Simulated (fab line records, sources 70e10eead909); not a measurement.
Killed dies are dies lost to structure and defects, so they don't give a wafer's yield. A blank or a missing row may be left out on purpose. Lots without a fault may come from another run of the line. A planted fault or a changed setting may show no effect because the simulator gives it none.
Which tool did it? | flow nand_harc | 7 lots, 21 wafers sampled, at 3 steps of a route of 1302

WHAT THE GAUGES READ, wafer by wafer
NHARC_A_ONON_D1_THK_MEAS_08: measures by ellipsometry.
lot  | measured     | on            | thk_nm (nm)
L565 | day 7 23:26  | film_metro-02 | 1001 999 1001
L570 | day 10 04:08 | film_metro-01 | 1005 1005 1005
L572 | day 10 21:11 | film_metro-01 | 1008 1008 1006
L575 | day 12 00:22 | film_metro-01 | 1001 1001 1000
L577 | day 12 21:28 | film_metro-01 | 1015 1017 1014
L582 | day 15 00:31 | film_metro-01 | 1014 1014 1011
L585 | day 16 10:32 | film_metro-01 | 697 696 696

WHICH TOOL RAN EACH LOT (tool, then ch and the chambers of the sampled wafers, then the start)
lot  | NHARC_A_ZERO_WELL_RTA_16         | NHARC_A_ONON_D1_DEP_06
L565 | rtp_anneal-02 ch 0, day 7 02:12  | pecvd_onon-04 ch 0, day 7 23:02
L570 | rtp_anneal-01 ch 0, day 9 00:46  | pecvd_onon-01 ch 0, day 10 03:38
L572 | rtp_anneal-01 ch 0, day 9 22:13  | pecvd_onon-04 ch 0, day 10 20:44
L575 | rtp_anneal-02 ch 0, day 10 21:56 | pecvd_onon-01 ch 0, day 11 23:55
L577 | rtp_anneal-01 ch 0, day 11 23:17 | pecvd_onon-01 ch 0, day 12 20:58
L582 | rtp_anneal-01 ch 0, day 14 02:08 | pecvd_onon-02 ch 0, day 15 00:01
L585 | rtp_anneal-02 ch 0, day 15 11:34 | pecvd_onon-01 ch 0, day 16 10:05
- NHARC_A_ZERO_WELL_RTA_16: time 10 s.
- NHARC_A_ONON_D1_DEP_06: target thk 1000 nm.

THE ANSWER, worked out from the rows above alone
Rule: what is usual is taken from the lots themselves. Put in order of their means at a reading, lots are off if they are a third of the lots or fewer, leave a main group of 4 or more, and stand apart from it by a gap of 3 or more times the standard deviation of the main group's means; of several such gaps the widest counts. A main group whose means are all the same, to the digits that the tables above print for the reading, isn't used. A lot without any number at a reading at which 4 lots or more have one is off too. The other lots that the step has rows for count as sound.
Off: L585, at NHARC_A_ONON_D1_THK_MEAS_08 (thk_nm). The main group: mean 1007 nm, standard deviation 5.7.
A tool fits if, at a process step before that reading, it ran every lot that is off, and no sound lot after the first of them. The gauges at NHARC_A_ONON_D1_THK_MEAS_08 are tried like those tools. Can't be told from this: 3 tools fit, rtp_anneal-02 at NHARC_A_ZERO_WELL_RTA_16, pecvd_onon-01 at NHARC_A_ONON_D1_DEP_06, film_metro-01 at NHARC_A_ONON_D1_THK_MEAS_08.

WHAT THE SIMULATOR HAD PUT IN
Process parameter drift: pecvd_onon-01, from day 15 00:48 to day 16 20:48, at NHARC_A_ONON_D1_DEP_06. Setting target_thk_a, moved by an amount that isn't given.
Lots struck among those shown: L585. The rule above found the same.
